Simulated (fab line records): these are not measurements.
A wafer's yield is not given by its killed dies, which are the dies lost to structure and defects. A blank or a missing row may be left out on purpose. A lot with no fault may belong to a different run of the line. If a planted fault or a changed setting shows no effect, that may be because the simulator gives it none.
One fault through the eyes of 3 desks    flow n5Finfet    each desk holds nothing but its own numbers, with what lay behind them at the end

== THE METROLOGY DESK ==
What the gauges read, lot by lot, whatever tool the lot ran on: means of the sampled wafers that have a number. A lot is out of limits, marked OUT, if its mean lies more than 4 standard deviations from the usual mean; the brackets give that distance. Shown here are 7 of its 10 readings, the ones lying furthest out on some lot.
Columns: A = DIBL_N at N5_BEOL_M4_RC_MEAS_101, usual 36.4 mV/V; B = DIBL_P at N5_BEOL_M4_RC_MEAS_101, usual 36.6 mV/V; C = IOFF_P at N5_BEOL_M4_RC_MEAS_101, usual 0.211 nA/um; D = ION_N at N5_BEOL_M4_RC_MEAS_101, usual 671 uA/um; E = SS_N at N5_BEOL_M4_RC_MEAS_101, usual 71.5 mV/dec; F = SS_P at N5_BEOL_M4_RC_MEAS_101, usual 73.4 mV/dec; G = VT_N at N5_BEOL_M4_RC_MEAS_101, usual 250.1 mV
lot   first seen here  A     B     C      D    E     F     G
L757  day 8 08:29      36.1  35.9  0.207  672  71.6  73.9  250.1
L758  day 8 10:45      36.7  37.6  0.249  670  71.1  73.8  248.9
L761  day 8 22:37      34.3  34.1  0.210  659  70.8  72.7  253.2
L763  day 9 16:14      36.8  38.2  0.232  675  71.6  73.5  248.4
L764  day 9 22:48      35.9  36.6  0.212  673  71.2  73.4  248.8
L766  day 10 14:41     34.4  36.2  0.221  668  71.5  73.0  250.9
L772  day 12 09:46     37.7  37.6  0.246  668  71.8  73.5  249.7
L775  day 12 16:26     37.1  37.5  0.215  671  71.5  73.5  250.1
L778  day 13 09:25     33.9  34.7  0.188  675  71.5  73.2  251.3
This desk's finding: nothing out of limits on any of the 9 lots.

== THE DEFECT DESK ==
What the inspections along the route counted, lot by lot: means of the sampled wafers that have a number. A lot is out of limits, marked OUT, if its mean lies more than 4 standard deviations from the usual mean; the brackets give that distance.
Columns: A = rawDefectCount at N5_FIN_SAQP_INSPECT_40, usual 223
lot   first seen here  A
L757  day 2 08:20      184
L758  day 2 18:36      170
L761  day 3 10:59      174
L763  day 3 20:49      349
L764  day 4 03:51      306
L766  day 4 15:58      198
L772  day 6 04:12      198
L775  day 6 22:10      140
L778  day 7 15:19      210
This desk's finding: nothing out of limits on any of the 9 lots.

== THE TOOL OWNER'S DESK: rieDiel-05 ==
The tool's own readings at N5_FIN_CUT_ETCH_20 (etches SiARC in CF4, target depth 26 nm, time 43.3 s): means of the sampled wafers that have a number, for each lot that ran on this tool. A lot is out of limits, marked OUT, if its mean lies more than 4 standard deviations from the usual mean; the brackets give that distance.
Columns: A = drypumpMotorCurrentA at N5_FIN_CUT_ETCH_20, usual 5.6 A; B = etchRfOnTimeS at N5_FIN_CUT_ETCH_20, usual 43.2 s; C = oesProductAu at N5_FIN_CUT_ETCH_20, usual 0.65 a.u.; D = rfVppV at N5_FIN_CUT_ETCH_20, usual 184.0 V; E = showerheadPlenumPTorr at N5_FIN_CUT_ETCH_20, usual 2.14 Torr; F = throttleValvePct at N5_FIN_CUT_ETCH_20, usual 15.63 %
lot   first seen here  A    B                C     D      E     F
L761  day 3 11:43      5.6  42.7             0.64  183.7  2.11  15.64
L763  day 3 21:17      5.7  43.1             0.64  183.8  2.14  15.69
L764  day 4 04:26      6.0  43.4             0.62  184.5  2.13  15.75
L766  day 4 16:30      5.7  43.0             0.64  184.0  2.13  15.69
L772  day 6 04:49      5.6  37.7 (-8.3) OUT  0.70  183.4  2.10  15.69
L775  day 6 22:47      5.9  34.4 (-13) OUT   0.74  182.9  2.05  15.81
This desk's finding: out of limits on L772, L775; first on L772, day 6 04:49 (etchRfOnTimeS at N5_FIN_CUT_ETCH_20). L761, L763, L764, L766 stayed within limits.

== TAKEN TOGETHER ==
At day 6 04:49, on L772, L775, the tool owner's desk was in a position to raise an alarm.
Nothing out of limits was seen by the metrology desk.
Nothing the defect desk looked at was out of limits.
The metrology desk has L772, L775 on record, within its limits.
The defect desk has L772, L775 on record, within its limits.
Every lot named ran N5_FIN_CUT_ETCH_20 on rieDiel-05.

== WHAT THE SIMULATOR HAD PUT IN ==
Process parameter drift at N5_FIN_CUT_ETCH_20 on rieDiel-05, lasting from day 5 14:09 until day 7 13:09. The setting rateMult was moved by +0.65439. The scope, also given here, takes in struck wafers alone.
Lots struck among those shown: L772, L775.
Each desk's first reading out of limits, in hours after the fault started: the tool owner's desk, 15.
